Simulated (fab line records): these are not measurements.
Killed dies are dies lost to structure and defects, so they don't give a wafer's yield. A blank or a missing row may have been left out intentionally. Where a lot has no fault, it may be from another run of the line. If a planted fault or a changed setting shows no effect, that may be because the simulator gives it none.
A lot that was struck, set against a sound lot    flow n5_finfet    37 out of 1938 route steps
Sound: these wafers, L327.1, L327.2, L327.5. Struck: wafer L332.6 (left out: L332.3, L332.5 of the same lot, which were not struck); the cause appears at the end.
At each step with rows: each side's tool, then ch and its chambers, then its first start. Under that, the readings that differ: sound wafers    struck wafers    difference of the means    sigmas: that difference in standard deviations of wafers without a fault.
alike: readings with means less than 2 such deviations apart, plus words and numbers identical on both sides. not compared: withheld readings, readings lacking a value on some wafer, bounds such as >300 that could conceal the same value, and numbers that have no deviation in the record and whose values overlap.
Wherever a step has rows on one side only, a row that says differs or no value, or a row with sigmas, the two part there. Non-overlapping numbers with no deviation appear without sigmas and do not part them. A reading missing from all wafers of one side parts the sides only when that side holds two or more wafers.

first, 10 steps without rows for these wafers: N5_MOL_CONTACT_COAG_DESCUM_45 (chemistry O2, time 7 s); N5_MOL_CONTACT_COAG_ETCH_65 (etches underlayer in N2/H2, target depth 13 nm, time 10.4 s); N5_MOL_CONTACT_COAG_ETCH_66 (etches SiARC in CF4, target depth 13 nm, time 21.7 s); N5_MOL_CONTACT_COAG_ALD_133 (deposits SiO2, target thk 5 nm, pulse time 1 s, co reactant pulse time 1 s); N5_MOL_CONTACT_COAG_ETCHBACK_134 (etches SiO2 in CHF3, target depth 10 nm, time 6.7 s); N5_MOL_CONTACT_COAG_ETCH_67 (etches SOC in N2/H2, target depth 60 nm, overetch 21 nm, time 101.2 s); N5_MOL_CONTACT_COAG_STRIP_68 (strips in N2/H2); N5_MOL_CONTACT_COAG_STRIP_69 (strips in N2/H2); N5_MOL_CONTACT_COAG_ETCHBACK_136 (etches SiO2 in CHF3, target depth 25 nm, time 16.7 s); N5_MOL_CONTACT_COAG_STRIP_120 (strips in CHF3).
N5_MOL_CONTACT_COAG_VIA_ETCH_117: etches SiO2 in C4F6/O2, target depth 40 nm, overetch 8 nm, time 26 s.
  sound on rie_diel-03 ch 2,3, day 7 09:26; struck on rie_diel-03 ch 1, day 8 17:32
reading                                            sound              struck  difference  sigmas
drypump_motor_current_A (A)                        5.9 5.7 5.7        6.6     +0.8        +2
model.etch.depth_nm (nm)                           40.43 39.64 39.73  38.85   -1.08       
model.MOL_CONTACT_COAG.feature_depth_nm (nm)       40.4 39.6 39.8     38.8    -1.1        
model.SOC_of_MOL_CONTACT_COAG_COAT_62.thk_nm (nm)  51.6 51.6 51.6     52.6    +1.0        
  alike: oes_product_au, rf_vpp_V, showerhead_plenum_p_Torr, throttle_valve_pct
  not compared: rf_hours_counter_h
N5_MOL_CONTACT_COAG_ETCH_124: etches SiNx in CH3F/O2, stops on SiOC, target depth 6.5 nm.
  sound on rie_diel-03 ch 2,3, day 7 09:28; struck on rie_diel-03 ch 1, day 8 17:34
reading                      sound           struck  difference  sigmas
drypump_motor_current_A (A)  5.9 5.7 5.7     6.6     +0.8        +2
oes_product_au (a.u.)        0.62 0.67 0.67  0.30    -0.35       -5
  alike: rf_vpp_V, showerhead_plenum_p_Torr, throttle_valve_pct
  not compared: rf_hours_counter_h
N5_MOL_CONTACT_COAG_ETCH_48: etches SiOC in C4F6/O2, target depth 15 nm, overetch 4.5 nm, time 17 s.
  sound on rie_diel-03 ch 2,3, day 7 09:30; struck on rie_diel-03 ch 1, day 8 17:37
reading                                            sound           struck  difference  sigmas
drypump_motor_current_A (A)                        5.9 5.7 5.6     6.6     +0.9        +2
oes_product_au (a.u.)                              0.62 0.66 0.67  0.27    -0.38       -6
model.SOC_of_MOL_CONTACT_COAG_COAT_62.thk_nm (nm)  45.8 45.8 45.8  47      +1          
  alike: rf_vpp_V, showerhead_plenum_p_Torr, throttle_valve_pct
  not compared: rf_hours_counter_h
then, 22 steps without rows for these wafers: N5_MOL_CONTACT_COAG_STRIP_72 (strips in N2/H2); N5_MOL_CONTACT_COAG_STRIP_49 (strips in N2/H2, time 30 s); N5_MOL_CONTACT_COAG_PRECLEAN_138 (cleans in alkaline clean, time 60 s); N5_MOL_CONTACT_COAG_SRD_139 (time 30 s); N5_MOL_CONTACT_COAG_PRE_CLEAN_121; N5_MOL_CONTACT_COAG_CVD_140 (deposits W, target thk 66.5 nm, time 215 s); N5_MOL_CONTACT_COAG_PRECLEAN_127 (cleans in DIW, time 57.5 s); N5_MOL_CONTACT_COAG_SRD_128 (dry time 32 s); N5_MOL_CONTACT_COAG_CMP_52 (polishes, stops on SiO2, t overpolish 1.5 s, target thk 66.5 nm); N5_MOL_CONTACT_COAG_ANNEAL_112 (time 1800 s); N5_BEOL_M0_SAQP_PECVD_00 (deposits SiCN from 3MS/NH3, target thk 8 nm, time 14 s); N5_BEOL_M0_SAQP_ILD_DEP_01 (deposits SiOC from DEMS/O2, target thk 45.419 nm, time 8.7 s); N5_BEOL_M0_SAQP_HM_DEP_02 (deposits TiN, target thk 12 nm); N5_BEOL_M0_SAQP_PECVD_03 (deposits SiCN from 3MS/NH3, target thk 12 nm, time 21.1 s); N5_BEOL_M0_SAQP_PECVD_96 (deposits a-Si from SiH4/He, target thk 45 nm, time 45.2 s); N5_BEOL_M0_SAQP_PECVD_97 (deposits SiNx from SiH4/NH3/N2, target thk 23 nm, time 19.9 s); N5_BEOL_M0_SAQP_PECVD_04 (deposits a-Si from SiH4/He, target thk 60 nm, time 60.2 s); N5_BEOL_M0_SAQP_HM_DEP_111 (deposits SiO2 from SiH4/N2O, target thk 12 nm, time 7.2 s); N5_BEOL_M0_SAQP_COAT_81 (time 60 s, resist thk 100 nm); N5_BEOL_M0_SAQP_COAT_82 (time 60 s, resist thk 30 nm); N5_BEOL_M0_SAQP_COAT_08 (resist thk 90 nm); N5_BEOL_M0_SAQP_EBR_10.
N5_BEOL_M4_RC_MEAS_101:
  the record has rows for the sound wafers here (prober-01 ch 0, day 10 07:58) and none for the struck ones
-- record jumps: 8 days separate the struck wafers' starts on either side; left off in module BEOL_M4, taken up again in module PASSIVATION, whose first shown step is the route's number 1936 --
N5_PASSIVATION_PROBE_49:
  struck on prober-01, day 16 08:20; sound on prober-01, day 14 19:29
reading                   sound           struck  difference  sigmas
defect_limited_yield (%)  91.4 90.5 93.1  6.9     -84.8       -53
killed_at_M4_up           16 15 4         27      +15         +3
killed_at_contacts        9 14 8          1004    +994        +99 or more
killed_dies               102 112 82      1098    +999        +56
killed_on_rim             11 12 8         152     +142        +31
sort_bin_5_function (%)   4.2 5.3 4.0     89.3    +84.8       +77
sort_n_pass               1078 1068 1098  82      -999        -56
sort_yield_pct (%)        91.4 90.5 93.1  6.9     -84.8       -53
  alike: killed_at_M0_to_M3, killed_at_front_end, killed_at_other, killed_open, killed_short, sort_bin_6_memory

WHERE THEY PART
Earliest at N5_MOL_CONTACT_COAG_VIA_ETCH_117; latest, in this record, at N5_PASSIVATION_PROBE_49.

WHY: whatever the simulator had introduced
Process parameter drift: rie_diel-03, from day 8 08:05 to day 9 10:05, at N5_MOL_CONTACT_COAG_VIA_ETCH_117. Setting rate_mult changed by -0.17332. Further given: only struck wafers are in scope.
